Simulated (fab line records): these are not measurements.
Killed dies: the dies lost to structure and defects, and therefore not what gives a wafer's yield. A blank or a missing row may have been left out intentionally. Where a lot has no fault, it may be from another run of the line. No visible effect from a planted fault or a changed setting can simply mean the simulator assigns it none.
Which tool is to blame? | flow n5Finfet | Sampling: 10 lots, 30 wafers, 4 of 1938 route steps

WHAT EACH GAUGE READ, for each wafer
N5_BEOL_M4_RC_MEAS_101.
lot  | measured     | on        | DIBL_N (mV/V)  | DIBL_P (mV/V)  | IOFF_N (nA/um) | IOFF_P (nA/um) | ION_N (uA/um) | ION_P (uA/um) | SS_N (mV/dec)  | SS_P (mV/dec)  | VT_N (mV)   | VT_P (mV)
L662 | day 7 17:22  | prober-01 | 32.1 33.0 31.8 | 33.7 33.8 33.3 | 0.12 0.14 0.12 | 0.18 0.18 0.17 | 657 671 663   | 456 459 459   | 70.5 71.7 70.7 | 72.6 72.8 72.1 | 254 254 252 | -254 -254 -250
L664 | day 8 12:34  | prober-02 | 36.6 38.3 34.3 | 37.3 38.7 34.4 | 0.18 0.20 0.13 | 0.19 0.22 0.16 | 697 686 676   | 468 459 463   | 71.9 72.2 70.9 | 74.1 74.5 73.0 | 248 247 254 | -254 -251 -255
L665 | day 8 17:45  | prober-02 | 40.0 35.5 40.0 | 40.1 35.4 41.3 | 0.22 0.14 0.24 | 0.28 0.20 0.32 | 691 664 700   | 467 455 482   | 72.0 71.4 72.0 | 73.9 73.4 73.7 | 243 251 242 | -243 -251 -243
L673 | day 11 02:02 | prober-02 | 39.5 35.1 37.1 | 40.3 34.3 36.4 | 0.23 0.14 0.19 | 0.28 0.19 0.21 | 685 686 678   | 460 473 457   | 72.8 70.6 71.6 | 74.4 73.1 73.3 | 245 252 247 | -247 -254 -253
L676 | day 11 03:30 | prober-01 | 41.8 34.5 35.7 | 41.4 32.9 33.3 | 0.27 0.13 0.13 | 0.32 0.18 0.18 | 684 668 650   | 462 462 447   | 73.2 70.4 71.9 | 74.9 72.5 73.4 | 247 251 256 | -244 -251 -251
L678 | day 12 06:11 | prober-01 | 34.1 37.5 33.7 | 34.3 37.5 34.6 | 0.12 0.18 0.12 | 0.15 0.20 0.17 | 682 693 666   | 458 462 460   | 70.1 72.1 71.0 | 72.9 74.3 73.0 | 251 249 253 | -257 -252 -252
L679 | day 12 12:56 | prober-02 | 34.9 37.1 37.5 | 36.0 38.8 39.1 | 0.14 0.17 0.19 | 0.22 0.26 0.27 | 666 672 694   | 462 469 484   | 70.3 71.8 71.2 | 73.1 73.2 73.4 | 251 248 246 | -247 -246 -244
L680 | day 13 08:08 | prober-02 | 34.8 31.6 27.6 | 37.1 33.3 28.4 | 0.16 0.11 0.07 | 0.19 0.14 0.11 | 679 664 649   | 462 454 455   | 71.5 70.2 69.4 | 73.4 72.8 71.7 | 248 258 258 | -252 -256 -257
L682 | day 13 08:08 | prober-01 | 37.2 33.4 34.2 | 38.7 33.9 34.3 | 0.19 0.13 0.15 | 0.26 0.19 0.20 | 677 662 682   | 464 463 472   | 71.9 70.9 71.5 | 73.6 72.9 72.6 | 248 253 246 | -248 -250 -249
L684 | day 14 07:53 | prober-01 | 36.6 35.8 35.0 | 39.2 38.0 36.9 | 0.19 0.16 0.14 | 0.24 0.21 0.20 | 694 684 669   | 479 469 461   | 70.8 71.7 71.0 | 73.8 73.5 73.1 | 242 248 252 | -249 -251 -250

N5_BEOL_M7_THK_MEAS_01.
lot  | measured     | on           | M7_ILD_THK (nm)
L662 | day 8 13:17  | filmMetro-02 | 153.2 157.0 155.2
L664 | day 9 06:55  | filmMetro-01 | 152.5 155.8 155.4
L665 | day 9 15:53  | filmMetro-01 | 155.1 158.0 153.7
L673 | day 12 01:37 | filmMetro-01 | 151.9 153.6 155.2
L676 | day 13 03:57 | filmMetro-02 | 154.8 154.6 156.9
L678 | day 13 04:48 | filmMetro-02 | 152.6 157.2 154.5
L679 | day 13 13:02 | filmMetro-01 | 155.5 159.5 154.8
L680 | day 14 08:16 | filmMetro-02 | 153.6 151.4 157.7
L682 | day 14 08:23 | filmMetro-02 | 155.5 157.6 156.6
L684 | day 15 04:37 | filmMetro-01 | 151.4 157.9 152.9

TOOL THAT RAN EACH LOT (tool first, then ch and the chambers of the sampled wafers, then the start)
lot  | N5_BEOL_M6_STRIP_80                          | N5_BEOL_M6_SPUTTER_48
L662 | rieDiel-05 ch 1,2, day 8 11:19 or earlier    | pvdSputter-02, day 8 11:19
L664 | rieDiel-05 ch 0,1, day 9 05:17 or earlier    | pvdSputter-03, day 9 05:17
L665 | rieDiel-06 ch 2,3, day 9 13:56 or earlier    | pvdSputter-03, day 9 13:56
L673 | rieDiel-06 ch 0,1,3, day 11 22:23 or earlier | pvdSputter-01, day 11 22:23
L676 | rieDiel-06 ch 0,1,2, day 13 02:10 or earlier | pvdSputter-03, day 13 02:10
L678 | rieDiel-04 ch 0,1,3, day 13 02:38 or earlier | pvdSputter-02, day 13 02:38
L679 | rieDiel-06 ch 0,3, day 13 10:19 or earlier   | pvdSputter-03, day 13 10:19
L680 | rieDiel-05 ch 0,1,2, day 14 06:19 or earlier | pvdSputter-01, day 14 06:19
L682 | rieDiel-04 ch 0,3, day 14 06:19 or earlier   | pvdSputter-02, day 14 06:19
L684 | rieDiel-04 ch 1,2, day 15 02:50 or earlier   | pvdSputter-01, day 15 02:50
- N5_BEOL_M6_STRIP_80: strips in N2/H2, time 10 s.
- N5_BEOL_M6_SPUTTER_48: material Cu, target thk 10 nm, time 1.667 s.

AS READ BY THE TOOLS THEMSELVES (means over the sampled wafers that have a number; for cases with no such wafer, the mark the record gives instead)
N5_BEOL_M6_STRIP_80.
lot  | tool       | drypumpMotorCurrentA (A) | oesProductAu (a.u.) | rfVppV (V) | showerheadPlenumPTorr (Torr) | throttleValvePct (%)
L662 | rieDiel-05 | 5.4                      | 0.76                | 59.5       | 2.59                         | 23.5
L664 | rieDiel-05 | 5.8                      | 0.73                | 58.1       | 2.41                         | 23.5
L665 | rieDiel-06 | 5.8                      | 0.74                | 58.2       | 2.44                         | 23.9
L673 | rieDiel-06 | 6.4                      | 0.90                | 58.3       | 2.47                         | 23.5
L676 | rieDiel-06 | 6.0                      | 0.83                | 58.6       | 2.45                         | 23.6
L678 | rieDiel-04 | 5.4                      | 0.80                | 59.5       | 2.53                         | 23.2
L679 | rieDiel-06 | 6.6                      | 0.84                | 59.1       | 2.46                         | 23.5
L680 | rieDiel-05 | 5.6                      | 0.87                | 59.0       | 2.59                         | 23.3
L682 | rieDiel-04 | 5.5                      | 0.86                | 59.8       | 2.62                         | 23.4
L684 | rieDiel-04 | 5.4                      | 0.67                | 59.0       | 2.47                         | 23.4

N5_BEOL_M6_SPUTTER_48.
lot  | tool          | throttleValvePct (%)
L662 | pvdSputter-02 | 28.7
L664 | pvdSputter-03 | 29.9
L665 | pvdSputter-03 | 30.7
L673 | pvdSputter-01 | 29.6
L676 | pvdSputter-03 | 30.2
L678 | pvdSputter-02 | 29.8
L679 | pvdSputter-03 | 30.5
L680 | pvdSputter-01 | 30.0
L682 | pvdSputter-02 | 30.1
L684 | pvdSputter-01 | 29.7

THE ANSWER, worked out from the rows above alone
Rule: what is usual is taken from the lots themselves. The widest of any qualifying gaps counts: lots, ordered by their means at a reading, are off when they make up no more than a third of the lots, leave a main group of 4 or more, and stand apart from it by 3 or more times the standard deviation of that group's means. The tables above print the reading to a certain number of digits; a main group whose means all agree to those digits is not used. A lot without any number at a reading at which 4 lots or more have one is off too. All remaining lots with rows at the step are treated as sound. After the gauges, taken in route order, come the tools' own readings; for these a lot's mean is taken, as printed above. At the first step where some lot is off, the reading lying furthest off is the one used; lots without a number count as furthest.
No lot is off on any of the readings shown, so nothing can be concluded from this.

WHAT WAS PUT IN BY THE SIMULATOR
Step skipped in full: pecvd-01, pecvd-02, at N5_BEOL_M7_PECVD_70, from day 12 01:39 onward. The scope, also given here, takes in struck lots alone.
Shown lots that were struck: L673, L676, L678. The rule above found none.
